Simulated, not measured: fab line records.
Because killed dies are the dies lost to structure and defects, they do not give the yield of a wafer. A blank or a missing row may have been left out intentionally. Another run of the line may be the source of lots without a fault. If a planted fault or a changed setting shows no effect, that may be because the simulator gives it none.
fab line records + flow nand-harc
record
- lots=5
- wafers=15
- last-day=33
route steps=1302 shown A_ZERO_WELL@394 A_SOURCE_PLATE@413 A_ONON_D1@424 END@1302
lots that met no fault: from a run of the same line without faults
start-h: the number of hours between the record's first day and the start of the first shown wafer of the lot + wait-h: hours from the lot's prior step to this one + " identical to the entry in the row above + L1.1+2: one row covering several wafers at once + - no value, or no start was given + * or withheld: withheld + < > ~ a bound
route shown NAME@n: names a module that has steps shown in the file, with the first one's number in the route + usual: mean and standard deviation over wafers with no fault + same: alike in all rows + chamber/n: place in a boat + sites: readings site by site + _std_site: the standard deviation of these + _edge_site: the outer-site mean with the inner-site mean subtracted + radius-mm: for every site, how far away it sits from the centre of the wafer + mask NAME#n: copy n + behind: tool/chamber where the wafer was last shaped + hold: reason for holding the lot/hours on hold/outcome of the hold + device: names the non-switching transistor (n, p or np) + end of line: at the end of the route, the tests of the same wafers + a step without rows: its recipe alone + killed: not the wafer's yield, but the dies lost to structure and defects at the first sort + map: dies across one wafer; x = killed, . = not, _ = none there
set.NAME: the setting that was run; set.NAME@STEP: the one run at that earlier step + model.NAME: the simulator's own value behind a step, which no gauge read
lots at some steps of the route; a table a step, a row a wafer
services: when a tool's chamber went out of use (start-h, in hours from the record's first day, below 0 if earlier), for how many hours, and the reason
## steps
# step NHARC_A_ZERO_WELL_COAT_18
# recipe
- temp-c=200
- time-s=65
# step NHARC_A_ZERO_WELL_COAT_04
# recipe
- spin-rpm=2000
- resist-thk-nm=600
# step NHARC_A_ZERO_WELL_SOFTBAKE_05
# recipe
- temp-c=125
- time-s=70
# step NHARC_A_ZERO_WELL_EBR_06
# step NHARC_A_ZERO_WELL_EXPOSE_07
# recipe
- na=0.55
- dose-mj=33.85
- mask-id=A_ZERO
# step NHARC_A_ZERO_WELL_PEB_08
# recipe
- peb-temp-c=128
- peb-time-s=80
# step NHARC_A_ZERO_WELL_DEVELOP_09
# recipe
- time-s=50
- dev-temp-c=22
# step NHARC_A_ZERO_WELL_CD_MEAS_10
# recipe
- target-cd-nm=2000
- landing-energy-ev=500
# usual
- cd-nm=2000.4/1.8
| lot.wafer | tool      | chamber | start-h | wait-h | cd-nm  |
|-----------|-----------|---------|---------|--------|--------|
| L526.2    | cd-sem-03 | 0       | 148.69  | -      | 2001.7 |
| L526.3    | "         | 0       | "       | "      | 2000.9 |
| L526.5    | "         | 0       | "       | "      | 2000.5 |
| L531.1    | cd-sem-02 | 0       | 208.80  | -      | 2004.9 |
| L531.4    | "         | 0       | "       | "      | 2000.9 |
| L531.6    | "         | 0       | "       | "      | 2003.8 |
| L535.2    | cd-sem-02 | 0       | 241.83  | -      | 2001.8 |
| L535.4    | "         | 0       | "       | "      | 2001.8 |
| L535.5    | "         | 0       | "       | "      | 2001.0 |
| L542.1    | cd-sem-02 | 0       | 309.54  | -      | 1996.6 |
| L542.3    | "         | 0       | "       | "      | 1998.2 |
| L542.4    | "         | 0       | "       | "      | 1998.1 |
| L548.2    | cd-sem-02 | 0       | 374.53  | -      | 2001.0 |
| L548.5    | "         | 0       | "       | "      | 2000.0 |
| L548.6    | "         | 0       | "       | "      | 1999.5 |
# step NHARC_A_ZERO_WELL_HARDBAKE_11
# recipe
- temp-c=118
- time-s=65
# step NHARC_A_ZERO_WELL_DESCUM_12
# recipe
- time-s=3
- o2-flow-sccm=200
- ar-flow-sccm=0
- bias-power-w=0
- chemistry=O2
# usual
- drypump-motor-current-A=5.8/0.38
- oes-product-au=0.997/0.0091
- rf-vpp-V=57.8/0.8
- showerhead-plenum-p-Torr=1.93/0.061
- throttle-valve-pct=11.310/0.009
| lot.wafer | tool        | chamber | start-h | wait-h | drypump-motor-current-A | oes-product-au | rf-hours-counter-h | rf-vpp-V | showerhead-plenum-p-Torr | throttle-valve-pct |
|-----------|-------------|---------|---------|--------|-------------------------|----------------|--------------------|----------|--------------------------|--------------------|
| L526.2    | rie-diel-02 | 3       | 148.84  | -      | 5.3                     | 1.001          | 3                  | 57.8     | 1.92                     | 11.304             |
| L526.3    | "           | 0       | "       | "      | 6.4                     | 0.999          | 3                  | 56.7     | 1.98                     | 11.329             |
| L526.5    | "           | 3       | "       | "      | 5.3                     | 0.985          | -                  | 56.6     | 1.92                     | 11.303             |
| L531.4    | rie-diel-02 | 1       | 208.96  | -      | 5.8                     | 0.999          | 4                  | 58.6     | 1.85                     | 11.316             |
| L531.1    | "           | 2       | "       | "      | 5.8                     | 0.993          | 4                  | 57.1     | 1.98                     | 11.317             |
| L531.6    | "           | 1       | "       | "      | 5.9                     | 1.004          | -                  | 57.8     | 1.85                     | 11.295             |
| L535.4    | rie-diel-02 | 1       | 242.00  | -      | 5.8                     | 0.987          | 0                  | 57.7     | 1.85                     | 11.308             |
| L535.2    | "           | 2       | "       | "      | 5.7                     | 0.989          | 0                  | 58.1     | 1.98                     | 11.318             |
| L535.5    | "           | 3       | "       | "      | 5.3                     | 0.989          | -                  | 58.8     | 1.92                     | 11.285             |
| L542.4    | rie-diel-02 | 1       | 309.70  | -      | 5.9                     | 0.991          | 3                  | 56.8     | 1.85                     | 11.316             |
| L542.3    | "           | 2       | "       | "      | 5.8                     | 0.982          | 3                  | 57.4     | 1.97                     | 11.313             |
| L542.1    | "           | 0       | "       | "      | 6.3                     | 1.011          | 3                  | 58.1     | 1.98                     | 11.296             |
| L548.2    | rie-diel-02 | 3       | 374.68  | -      | 5.3                     | 1.000          | 4                  | 58.4     | 1.92                     | 11.308             |
| L548.6    | "           | 3       | "       | "      | 5.4                     | 1.001          | -                  | 58.3     | 1.92                     | 11.298             |
| L548.5    | "           | 1       | "       | "      | 5.8                     | 0.992          | -                  | 58.5     | 1.85                     | 11.308             |
# step NHARC_A_ZERO_WELL_ETCH_19
# recipe
- target-depth-a=800
- overetch-a=240
- time-s=87.88
- ion-energy-ev=200
- n2-flow-sccm=150
- h2-flow-sccm=150
- ar-flow-sccm=0
- rf-w=400
- bias-w=150
- chemistry=N2/H2
# usual
- drypump-motor-current-A=5.8/0.37
- oes-product-au=0.997/0.0096
- rf-vpp-V=431.1/1.9
- showerhead-plenum-p-Torr=2.06/0.067
- throttle-valve-pct=14.170/0.0087
| lot.wafer | tool        | chamber | start-h | wait-h | drypump-motor-current-A | oes-product-au | rf-hours-counter-h | rf-vpp-V | showerhead-plenum-p-Torr | throttle-valve-pct |
|-----------|-------------|---------|---------|--------|-------------------------|----------------|--------------------|----------|--------------------------|--------------------|
| L526.3    | rie-diel-02 | 2       | 148.93  | 0.1    | 5.8                     | 0.991          | 3                  | 431.3    | 2.11                     | 14.167             |
| L526.2    | "           | 3       | "       | "      | 5.3                     | 0.988          | 3                  | 431.3    | 2.05                     | 14.175             |
| L526.5    | "           | 2       | "       | "      | 5.8                     | 0.990          | -                  | 433.0    | 2.11                     | 14.174             |
| L531.4    | rie-diel-02 | 0       | 209.05  | 0.1    | 6.3                     | 0.992          | 4                  | 431.8    | 2.12                     | 14.179             |
| L531.1    | "           | 1       | "       | "      | 5.9                     | 0.992          | 4                  | 428.4    | 1.97                     | 14.158             |
| L531.6    | "           | 2       | "       | "      | 5.7                     | 0.991          | -                  | 431.2    | 2.11                     | 14.166             |
| L535.2    | rie-diel-02 | 0       | 242.07  | 0.1    | 6.4                     | 1.017          | 0                  | 432.2    | 2.11                     | 14.159             |
| L535.4    | "           | 1       | "       | "      | 5.8                     | 0.989          | 0                  | 429.2    | 1.97                     | 14.165             |
| L535.5    | "           | 1       | "       | "      | 5.9                     | 0.991          | -                  | 428.4    | 1.97                     | 14.182             |
| L542.1    | rie-diel-02 | 2       | 309.79  | 0.1    | 5.8                     | 0.990          | 3                  | 432.5    | 2.11                     | 14.161             |
| L542.3    | "           | 3       | "       | "      | 5.3                     | 1.003          | 3                  | 430.7    | 2.04                     | 14.165             |
| L542.4    | "           | 0       | "       | "      | 6.3                     | 1.006          | 3                  | 432.6    | 2.11                     | 14.175             |
| L548.2    | rie-diel-02 | 1       | 374.79  | 0.1    | 5.9                     | 0.992          | 4                  | 428.9    | 1.97                     | 14.168             |
| L548.6    | "           | 1       | "       | "      | 5.8                     | 0.986          | -                  | 429.3    | 1.97                     | 14.170             |
| L548.5    | "           | 3       | "       | "      | 5.4                     | 1.009          | -                  | 431.0    | 2.04                     | 14.163             |
# step NHARC_A_ZERO_WELL_ETCH_13
# recipe
- target-depth-a=1200
- time-s=40.1
- hbr-flow-sccm=150
- cl2-flow-sccm=50
- rf-w=400
- icp-w=400
- bias-w=100
- chemistry=HBr/Cl2
# usual
- drypump-motor-current-A=5.9/0.49
- hbr-flow-sccm=150.0/0.47
- mfc-cl2-sccm=49.99/0.14
- oes-product-au=0.998/0.0087
- throttle-valve-pct=26.406/0.0088
| lot.wafer | tool      | chamber | start-h | wait-h | drypump-motor-current-A | hbr-flow-sccm | mfc-cl2-sccm | oes-product-au | rf-hours-counter-h | throttle-valve-pct |
|-----------|-----------|---------|---------|--------|-------------------------|---------------|--------------|----------------|--------------------|--------------------|
| L526.2    | rie-si-01 | 3       | 149.08  | -      | 6.4                     | 150.3         | 49.96        | 1.000          | 0.6                | 26.403             |
| L526.3    | "         | 0       | "       | "      | 5.9                     | 149.8         | 49.99        | 1.007          | 0.8                | 26.408             |
| L526.5    | "         | 1       | "       | "      | 5.5                     | 150.4         | 49.82        | 0.989          | -                  | 26.410             |
| L531.1    | rie-si-01 | 1       | 209.17  | -      | 5.5                     | 149.3         | 49.78        | 1.008          | 0.0                | 26.391             |
| L531.4    | "         | 3       | "       | "      | 6.4                     | 149.8         | 49.88        | 1.003          | 0.1                | 26.393             |
| L531.6    | "         | 1       | "       | "      | 5.5                     | 149.8         | 49.98        | 0.994          | -                  | 26.415             |
| L535.2    | rie-si-01 | 3       | 242.21  | -      | 6.4                     | 150.0         | 50.06        | 0.994          | 0.3                | 26.406             |
| L535.4    | "         | 0       | "       | "      | 5.9                     | 150.5         | 50.06        | 1.000          | 0.3                | 26.407             |
| L535.5    | "         | 1       | "       | "      | 5.5                     | 149.5         | 49.90        | 1.002          | -                  | 26.395             |
| L542.1    | rie-si-02 | 1       | 309.92  | -      | 5.3                     | 150.8         | 49.73        | 0.979          | 0.2                | 26.398             |
| L542.4    | "         | 2       | "       | "      | 5.6                     | 150.5         | 49.86        | 1.002          | 0.1                | 26.416             |
| L542.3    | "         | 3       | "       | "      | 6.8                     | 149.0         | 50.06        | 0.981          | 0.1                | 26.405             |
| L548.2    | rie-si-05 | 1       | 374.96  | -      | 6.1                     | 150.8         | 50.00        | 0.989          | 0.3                | 26.403             |
| L548.5    | "         | 2       | "       | "      | 6.2                     | 150.1         | 50.30        | 0.992          | -                  | 26.411             |
| L548.6    | "         | 3       | "       | "      | 6.3                     | 149.4         | 49.92        | 0.999          | -                  | 26.413             |
# step NHARC_A_ZERO_WELL_STRIP_14
# recipe
- time-s=900
- temp-c=130
- chemistry=SPM
| lot.wafer  | tool         | chamber | start-h | wait-h |
|------------|--------------|---------|---------|--------|
| L526.3+5+2 | wet-bench-04 | 3,4,5   | 149.22  | -      |
| L531.6+4+1 | wet-bench-03 | 2,5,6   | 209.31  | -      |
| L535.5+4+2 | wet-bench-06 | 1,2,4   | 242.34  | -      |
| L542.4+3+1 | wet-bench-03 | 5,1,2   | 310.06  | -      |
| L548.6+2+5 | wet-bench-03 | 2,4,5   | 375.08  | -      |
# step NHARC_A_ZERO_WELL_IMPLANT_15
# recipe
- energy-kev=150
- dose-cm2=1e+13
- tilt-deg=7
# step NHARC_A_ZERO_WELL_PRECLEAN_22
# recipe
- time-s=60
- temp-c=50
- bath-age-min=0
- chemistry=SC1
# step NHARC_A_ZERO_WELL_SRD_23
# step NHARC_A_ZERO_WELL_RTA_16
# recipe
- temp-c=1000
- time-s=10
# usual
- lamp-power-pct=27.0/1.1
- lamp_zone_2_pct=27.0/1.1
- lamp_zone_7_pct=27.4/1.1
- wafer_temp_C_max=1005.8/2
| lot.wafer | tool          | chamber | start-h | wait-h | lamp-power-pct | lamp_zone_2_pct | lamp_zone_7_pct | wafer_temp_C_max |
|-----------|---------------|---------|---------|--------|----------------|-----------------|-----------------|------------------|
| L526.2    | rtp-anneal-01 | 0       | 149.98  | -      | 26.1           | 26.1            | 26.5            | 1007.4           |
| L526.3    | "             | 0       | "       | "      | 26.1           | 26.1            | 26.5            | 1007.0           |
| L526.5    | "             | 0       | "       | "      | 26.1           | 26.2            | 26.5            | 1006.4           |
| L531.1    | rtp-anneal-01 | 0       | 210.07  | -      | 26.1           | 26.2            | 26.6            | 1005.5           |
| L531.4    | "             | 0       | "       | "      | 26.1           | 26.1            | 26.6            | 1007.0           |
| L531.6    | "             | 0       | "       | "      | 26.1           | 26.1            | 26.6            | 1008.2           |
| L535.2    | rtp-anneal-01 | 0       | 243.12  | -      | 26.1           | 26.1            | 26.5            | 1007.2           |
| L535.4    | "             | 0       | "       | "      | 26.1           | 26.1            | 26.6            | 1006.2           |
| L535.5    | "             | 0       | "       | "      | 26.1           | 26.1            | 26.6            | 1006.1           |
| L542.1    | rtp-anneal-01 | 0       | 318.05  | -      | 26.1           | 26.1            | 26.5            | 1007.9           |
| L542.3    | "             | 0       | "       | "      | 26.1           | 26.1            | 26.5            | 1008.9           |
| L542.4    | "             | 0       | "       | "      | 26.1           | 26.1            | 26.6            | 1007.4           |
| L548.2    | rtp-anneal-02 | 0       | 375.84  | -      | 28.4           | 28.5            | 28.9            | 1004.0           |
| L548.5    | "             | 0       | "       | "      | 28.4           | 28.4            | 28.9            | 1003.6           |
| L548.6    | "             | 0       | "       | "      | 28.4           | 28.4            | 28.9            | 1003.0           |
# step NHARC_A_ZERO_WELL_INSPECT_17
# usual
- raw-defect-count=11/6.6
| lot.wafer | tool              | chamber | start-h | wait-h | raw-defect-count |
|-----------|-------------------|---------|---------|--------|------------------|
| L526.2    | defect-inspect-01 | -       | 150.15  | 0.1    | 13               |
| L526.3    | "                 | -       | "       | "      | 16               |
| L526.5    | "                 | -       | "       | "      | 10               |
| L531.1    | defect-inspect-01 | -       | 210.26  | 0.2    | 12               |
| L531.4    | "                 | -       | "       | "      | 14               |
| L531.6    | "                 | -       | "       | "      | 340              |
| L535.2    | defect-inspect-02 | -       | 243.29  | 0.1    | 11               |
| L535.4    | "                 | -       | "       | "      | 6                |
| L535.5    | "                 | -       | "       | "      | 7                |
| L542.1    | defect-inspect-02 | -       | 318.24  | 0.2    | 8                |
| L542.3    | "                 | -       | "       | "      | 6                |
| L542.4    | "                 | -       | "       | "      | 12               |
| L548.2    | defect-inspect-02 | -       | 376.01  | 0.1    | 2                |
| L548.5    | "                 | -       | "       | "      | 3                |
| L548.6    | "                 | -       | "       | "      | 5                |
# step NHARC_A_SOURCE_PLATE_PRECLEAN_00
# recipe
- time-s=60
- chemistry=HF-LAST
# step NHARC_A_SOURCE_PLATE_SRD_01
# step NHARC_A_SOURCE_PLATE_OXIDE_02
# recipe
- target-thk-a=100
- temp-c=900
- ox-time-s=1362
- material=SiO2
# step NHARC_A_SOURCE_PLATE_THK_MEAS_09
# recipe
- thk-meas-gauge=ellipsometry
# usual
- thk-nm=9.8/1.1
| lot.wafer | tool          | chamber | start-h | wait-h | thk-nm |
|-----------|---------------|---------|---------|--------|--------|
| L526.2    | film-metro-02 | -       | 157.40  | 0.4    | 9.6    |
| L526.3    | "             | -       | "       | "      | 9.2    |
| L526.5    | "             | -       | "       | "      | 8.8    |
| L531.1    | film-metro-01 | -       | 220.60  | 0.4    | 10.6   |
| L531.4    | "             | -       | "       | "      | 8.1    |
| L531.6    | "             | -       | "       | "      | 8.7    |
| L535.2    | film-metro-01 | -       | 250.09  | 0.4    | 9.1    |
| L535.4    | "             | -       | "       | "      | 8.8    |
| L535.5    | "             | -       | "       | "      | 9.9    |
| L542.1    | film-metro-02 | -       | 328.67  | 0.4    | 9.3    |
| L542.3    | "             | -       | "       | "      | 12.1   |
| L542.4    | "             | -       | "       | "      | 10.1   |
| L548.2    | film-metro-01 | -       | 383.60  | 0.4    | 8.9    |
| L548.5    | "             | -       | "       | "      | 9.6    |
| L548.6    | "             | -       | "       | "      | 10.0   |
# step NHARC_A_SOURCE_PLATE_PVD_04
# recipe
- target-thk-a=500
- material=WSi2
# step NHARC_A_SOURCE_PLATE_CVD_03
# recipe
- target-thk-a=2000
- temp-c=620
- pressure-mtorr=200
- time-s=4000
- material=poly-Si
# step NHARC_A_SOURCE_PLATE_ANNEAL_05
# recipe
- temp-c=850
- time-s=1800
# step NHARC_A_SOURCE_PLATE_THK_MEAS_06
# recipe
- thk-meas-gauge=ellipsometry
# usual
- thk-nm=200.1/2.2
| lot.wafer | tool          | chamber | start-h | wait-h | thk-nm |
|-----------|---------------|---------|---------|--------|--------|
| L526.2    | film-metro-01 | -       | 170.41  | 0.4    | 202.1  |
| L526.3    | "             | -       | "       | "      | 204.4  |
| L526.5    | "             | -       | "       | "      | 204.1  |
| L531.1    | film-metro-01 | -       | 236.21  | 0.4    | 201.2  |
| L531.4    | "             | -       | "       | "      | 200.7  |
| L531.6    | "             | -       | "       | "      | 203.0  |
| L535.2    | film-metro-01 | -       | 262.99  | 0.4    | 200.3  |
| L535.4    | "             | -       | "       | "      | 198.1  |
| L535.5    | "             | -       | "       | "      | 202.3  |
| L542.1    | film-metro-02 | -       | 342.66  | 0.4    | 199.8  |
| L542.3    | "             | -       | "       | "      | 199.8  |
| L542.4    | "             | -       | "       | "      | 200.0  |
| L548.2    | film-metro-01 | -       | 397.78  | 0.4    | 199.8  |
| L548.5    | "             | -       | "       | "      | 202.1  |
| L548.6    | "             | -       | "       | "      | 202.4  |
# step NHARC_A_SOURCE_PLATE_INSPECT_08
# usual
- raw-defect-count=62/25
| lot.wafer | tool              | chamber | start-h | wait-h | raw-defect-count |
|-----------|-------------------|---------|---------|--------|------------------|
| L526.2    | defect-inspect-01 | -       | 170.51  | 0.0    | 74               |
| L526.3    | "                 | -       | "       | "      | 64               |
| L526.5    | "                 | -       | "       | "      | 71               |
| L531.1    | defect-inspect-02 | -       | 236.28  | 0.0    | 26               |
| L531.4    | "                 | -       | "       | "      | 50               |
| L531.6    | "                 | -       | "       | "      | 377              |
| L535.2    | defect-inspect-01 | -       | 263.05  | 0.0    | 84               |
| L535.4    | "                 | -       | "       | "      | 86               |
| L535.5    | "                 | -       | "       | "      | 65               |
| L542.1    | defect-inspect-01 | -       | 342.76  | 0.0    | 81               |
| L542.3    | "                 | -       | "       | "      | 49               |
| L542.4    | "                 | -       | "       | "      | 77               |
| L548.2    | defect-inspect-02 | -       | 397.84  | 0.0    | 59               |
| L548.5    | "                 | -       | "       | "      | 23               |
| L548.6    | "                 | -       | "       | "      | 76               |
# step NHARC_A_ONON_D1_DEP_00
# recipe
- target-thk-a=10000
- n2-flow-sccm=2750
- n2o-flow-sccm=2000
- nh3-flow-sccm=500
- sih4-flow-sccm=210
- temp-c=400
# step NHARC_END_SORT_01
# recipe
- temp-c=25
# usual
- killed-at-array=58/17
- killed-at-other=1.0/1.4
- killed-at-periphery=3.6/2.4
- killed-dies=62/17
- killed-open=3.4/2
- killed-short=2.2/1.6
# same
- gross-dies=677
| lot.wafer | tool      | chamber | start-h | wait-h | killed-at-array | killed-at-other | killed-at-periphery | killed-dies | killed-open | killed-short |
|-----------|-----------|---------|---------|--------|-----------------|-----------------|---------------------|-------------|-------------|--------------|
| L531.1    | prober-02 | 0       | 646.23  | 2.5    | 78              | 1               | 5                   | 84          | 6           | 3            |
| L531.4    | prober-02 | 0       | 648.65  | 3.4    | 52              | 0               | 2                   | 54          | 3           | 2            |
| L531.6    | prober-02 | 0       | 650.27  | 4.0    | 139             | 0               | 2                   | 141         | 3           | 1            |
| L535.2    | prober-01 | 0       | 658.16  | 2.8    | 46              | 2               | 4                   | 52          | 8           | 2            |
| L535.4    | prober-01 | 0       | 659.73  | 3.4    | 50              | 1               | 4                   | 55          | 6           | 2            |
| L535.5    | prober-01 | 0       | 660.52  | 3.6    | 47              | 3               | 6                   | 56          | 3           | 0            |
# killed by level:class
L531.1 A_CHANNEL_HOLE_D1:chamber-film-flake=34 A_CHANNEL_HOLE_D2:chamber-film-flake=26 A_STAIRCASE:chamber-film-flake=5 A_CONTACT:chamber-film-flake=4 A_CHANNEL_FILL_D2:chamber-film-flake=2 P_CONTACT:geometric-particle:open=1 P_M1:geometric-particle:short=1 A_CHANNEL_HOLE_D1:geometric-particle:open=1
L531.4 A_CHANNEL_HOLE_D2:chamber-film-flake=21 A_CHANNEL_HOLE_D1:chamber-film-flake=19 A_ONON_D1:geometric-particle:open=2 A_CHANNEL_FILL_D2:chamber-film-flake=2 A_STAIRCASE:chamber-film-flake=2 P_M2:geometric-particle:short=1 A_SLIT:geometric-particle:open=1 A_WL_FILL:geometric-particle:short=1
L531.6 A_ZERO_WELL:unspecified=73 A_CHANNEL_HOLE_D2:chamber-film-flake=28 A_CHANNEL_HOLE_D1:chamber-film-flake=26 A_STAIRCASE:chamber-film-flake=4 A_DECK1_JOINT:chamber-film-flake=2 P_CONTACT:geometric-particle:open=1 P_ZERO_WELL:chamber-film-flake=1 A_CHANNEL_FILL_D1:geometric-particle:open=1
L535.2 A_SLIT:chamber-film-flake=28 A_CHANNEL_HOLE_D1:chamber-film-flake=3 A_WL_FILL:geometric-particle:open=2 A_STAIRCASE:chamber-film-flake=2 A_CONTACT:chamber-film-flake=2 THIN_TSV:chamber-film-flake=2 P_M0:geometric-particle:open=1 P_M1:geometric-particle:open=1
L535.4 A_SLIT:chamber-film-flake=30 A_CHANNEL_HOLE_D1:chamber-film-flake=5 A_STAIRCASE:chamber-film-flake=5 A_DECK1_JOINT:geometric-particle:open=2 P_CONTACT:chamber-film-flake=2 A_CONTACT:chamber-film-flake=2 P_GATE:geometric-particle:short=1 A_CHANNEL_FILL_D1:geometric-particle:open=1
L535.5 A_SLIT:chamber-film-flake=29 A_CONTACT:chamber-film-flake=6 A_CHANNEL_HOLE_D1:chamber-film-flake=6 P_CONTACT:chamber-film-flake=3 A_ZERO_WELL:chamber-film-flake=2 A_STAIRCASE:chamber-film-flake=2 THIN_TSV:chamber-film-flake=2 P_GATE:geometric-particle:open=1
# map L531.6 (x killed, . not)
____________.____________
_________.....x._________
_______.......xxxx_______
______.....x..xxxx.______
_____......x.xxx.xx._____
____x......xxxx.xx.x.____
____x.........x.xx...____
___xxxx.........x.....___
___xxxx..........x..x.___
__xxxxx.x.....x.x......__
__xxxxxxx.......x.x....__
_xxx.xxxxxx............._
_.xxxxxxxxx............._
_.xx.xxxxxxx............_
_..xxxxxxx..x..........._
_...xxxxxxx............._
...xxxxxxxxx.............
....xxxxxxxx....x........
....xxxxxxx..............
.....xxxxx...............
.....xx.xx...............
_.......x.............x._
_......................._
_....x.................._
_......................._
_................x......_
__.....................__
__.....x...............__
___.x.................___
___..........x........___
____.................____
____.................____
_____..............._____
______...x.........______
_______..........._______
_________...x..._________
____________.____________
# map L548.6 (x killed, . not)
____________.____________
_________.x.x..._________
_______.....xx...._______
______.....xx.x....______
_____..............._____
____........x........____
____.................____
___...................___
___...................___
__..xx.................__
__...x.................__
_.....................x._
_..xxx..x..............._
_.xxx..x..x............._
_.xxxx................x._
_xxxxxxx.....x......x..._
..xxxxx....x.....x.......
xx.xx.x..............x...
.xx..xxx.................
..xx.xxx.................
.xx.xxx..................
_..xxx........x........._
_......................._
_.........x............._
_......x................_
_.................x....._
__.....................__
__.....................__
___...................___
___...................___
____.................____
____.x....x..........____
_____..............._____
______...x.........______
_______..........._______
_________......._________
____________.____________
## services
| tool          | chamber | start-h | hours | kind   |
|---------------|---------|---------|-------|--------|
| rie-si-05     | -       | 128.00  | 9.0   | pm     |
| rie-diel-02   | 1       | 137.89  | 5.4   | repair |
| rie-si-01     | 0       | 160.16  | 30.1  | repair |
| rie-si-05     | 0       | 166.33  | 4.1   | repair |
| rie-si-02     | -       | 173.73  | 1.3   | repair |
| rie-si-05     | 3       | 187.47  | 11.6  | repair |
| rie-si-01     | -       | 193.00  | 9.0   | pm     |
| wet-bench-06  | -       | 193.60  | 8.0   | pm     |
| rie-si-05     | 1       | 204.08  | 2.2   | repair |
| wet-bench-03  | -       | 210.44  | 8.0   | pm     |
| rie-diel-02   | -       | 216.70  | 9.0   | pm     |
| wet-bench-04  | -       | 227.20  | 8.0   | pm     |
| rie-si-02     | 1       | 240.69  | 1.3   | repair |
| rie-si-02     | -       | 277.00  | 9.0   | pm     |
| rie-si-05     | -       | 305.00  | 9.0   | pm     |
| rie-si-02     | -       | 307.67  | 0.7   | repair |
| rie-diel-02   | 2       | 317.76  | 6.8   | repair |
| rie-diel-02   | 1       | 320.40  | 1.3   | repair |
| rie-si-01     | 2       | 331.00  | 2.4   | repair |
| rie-si-02     | 0       | 333.15  | 1.3   | repair |
| rie-diel-02   | 1       | 364.64  | 3.1   | repair |
| rie-diel-02   | 2       | 366.43  | 28.6  | repair |
| rie-si-01     | -       | 370.00  | 9.0   | pm     |
| rtp-anneal-01 | -       | 372.18  | 12.0  | pm     |
## key
first-sign
- step=NHARC_A_ZERO_WELL_INSPECT_17
- reading=raw-defect-count
- direction=up
- sigmas=50
- usual=11
- struck=340
effect
- step=NHARC_A_SOURCE_PLATE_INSPECT_08
- reading=raw-defect-count
- direction=up
- sigmas=13
- usual=62
- struck=377
effect
- step=NHARC_END_SORT_01
- reading=killed-at-array
- direction=up
- sigmas=4.9
- usual=58
- struck=139
more-kills-born-at
- NHARC_A_ZERO_WELL_STRIP_14@wet-bench-03=73
met-at NHARC_A_ZERO_WELL_STRIP_14
struck-wafers L531.6
tester-left-out L531
fault
- kind=chamber-particle-source
- tool=wet-bench-03
- chamber=2
- onset-h=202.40
- steps=NHARC_A_ZERO_WELL_STRIP_14
- rate-per-visit-cm2=0.51442
- end-h=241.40
# tester-left-out: of these lots the tester's yield and bins aren't shown, on N5 and GAA mostly nor the transistor test; their killed dies are dies lost to structure and defects alone, not to doping, threshold or leakage, so they don't give the yield
